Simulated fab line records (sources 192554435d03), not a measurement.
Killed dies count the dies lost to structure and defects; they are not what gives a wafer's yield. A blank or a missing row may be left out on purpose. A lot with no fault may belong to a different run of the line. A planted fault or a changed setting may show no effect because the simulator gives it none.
Split-lot study | flow n5 finfet | on a route of 1938 steps: 7 lots, 21 wafers read

## THE SPLIT ITSELF
At N5_BEOL_M7_DESCUM_33 (chemistry O2, time 7 s), the setting time s was moved away from the recipe's 7 s on 11 of the 21 wafers read, by -21.8% to +18.7%. All remaining wafers had this setting at the recipe value.

## FROM THE SPLIT TO THE READING: what the file shows between them, 1 step
- N5_BEOL_M7_ETCH_72: etches underlayer in N2/H2, target depth 6.5 nm, time 5.2 s

## THE READING
CAR-EUV_of_BEOL_M7_COAT_22.thk nm (the simulator's own value, which no gauge read), in nm, at N5_BEOL_M7_ETCH_65 (etches SiARC in CF4, target depth 15.6 nm, time 26 s). No usual value for it is given in the file. Here, 10 wafers ran the recipe; their average is 11.1 nm with a standard deviation of 0.13 nm.

wafer  | tool, chamber at the split | time s as run, s | against the recipe | CAR-EUV_of_BEOL_M7_COAT_22.thk nm, nm | against lot-mates on the recipe
L075.1 | rie diel-06, 2,3           | 7.511            | +7.3%              | 11                                    | no lot-mate on the recipe
L075.2 | rie diel-06, 0             | 7.511            | +7.3%              | 11                                    | no lot-mate on the recipe
L075.6 | rie diel-06, 2,3           | 7.511            | +7.3%              | 11.2                                  | no lot-mate on the recipe
L077.2 | rie diel-03, 0             | 6.209            | -11.3%             | 11.8                                  | +0.5
L077.5 | rie diel-03, 2             | 7                | recipe             | 11.2                                  | -
L077.6 | rie diel-03, 1             | 7                | recipe             | 11.4                                  | -
L081.1 | rie diel-06, 0             | 7                | recipe             | 11.2                                  | -
L081.3 | rie diel-06, 2             | 5.477            | -21.8%             | 11.8                                  | +0.6
L081.6 | rie diel-06, 2             | 5.477            | -21.8%             | 11.8                                  | +0.6
L083.3 | rie diel-04, 1             | 7                | recipe             | 11.2                                  | -
L083.4 | rie diel-04, 1             | 7                | recipe             | 11.2                                  | -
L083.5 | rie diel-04, 3             | 8.309            | +18.7%             | 10.6                                  | -0.6
L084.1 | rie diel-03, 3             | 5.891            | -15.8%             | 11.4                                  | +0.4
L084.6 | rie diel-03, 2             | 5.891            | -15.8%             | 11.4                                  | +0.4
L084.5 | rie diel-03, 3             | 7                | recipe             | 11                                    | -
L096.1 | rie diel-03, 1             | 7.855            | +12.2%             | 10.8                                  | -0.2
L096.6 | rie diel-03, 1             | 7.855            | +12.2%             | 10.8                                  | -0.2
L096.4 | rie diel-03, 3             | 7                | recipe             | 11                                    | -
L095.1 | rie diel-04, 0,2           | 7                | recipe             | 11                                    | -
L095.2 | rie diel-04, 0,2           | 7                | recipe             | 11                                    | -
L095.3 | rie diel-04, 3             | 7                | recipe             | 11.2                                  | -
The file does not say which wafer passed through which chamber wherever a row lists several chambers: such a row stands for several wafers.

FIT RESULTS
A straight line over all 21 wafers: CAR-EUV_of_BEOL_M7_COAT_22.thk nm changes by -0.0268 nm for each +1% of time s; r = -0.90; the points scatter about the line by 0.15 nm.
The same after taking each lot's own level away (the mean of its wafers on the recipe; 18 wafers): -0.0269 nm for each +1%; r = -0.96; scatter 0.088 nm.
According to that fit, moving time s by its largest amount changes the reading by 0.58 nm.
Measured against the standard deviation above, the lots' own levels, which go from 11.00 to 11.30 nm, span 2.3 times it.
So the lot-to-lot level changes the slope little: the two slopes agree.
Check: with one of the wafers moved furthest among these (-21.8%) left out of the fit, the line predicts +0.604 nm for it against its lot-mates. It came out at +0.6 nm against them.

## THE WHOLE CHAIN: every reading that the file lists as answering this split, in the file's order
step                 | what it does                                                | reading                                                                            | change (the file's fit)                | r (the file's)
N5_BEOL_M7_DESCUM_33 | chemistry O2, time 7 s                                      | CAR-EUV_of_BEOL_M7_COAT_22.thk nm (the simulator's own value, which no gauge read) | -0.0273 nm for each +1% of the setting | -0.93
N5_BEOL_M7_ETCH_72   | etches underlayer in N2/H2, target depth 6.5 nm, time 5.2 s | CAR-EUV_of_BEOL_M7_COAT_22.thk nm (the simulator's own value, which no gauge read) | -0.0328 nm for each +1% of the setting | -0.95
N5_BEOL_M7_ETCH_65   | etches SiARC in CF4, target depth 15.6 nm, time 26 s        | CAR-EUV_of_BEOL_M7_COAT_22.thk nm (the simulator's own value, which no gauge read) | -0.0286 nm for each +1% of the setting | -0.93

## THE FILE'S OWN FIT
CAR-EUV_of_BEOL_M7_COAT_22.thk nm changes by -0.0286 nm for each +1% of time s, r = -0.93.
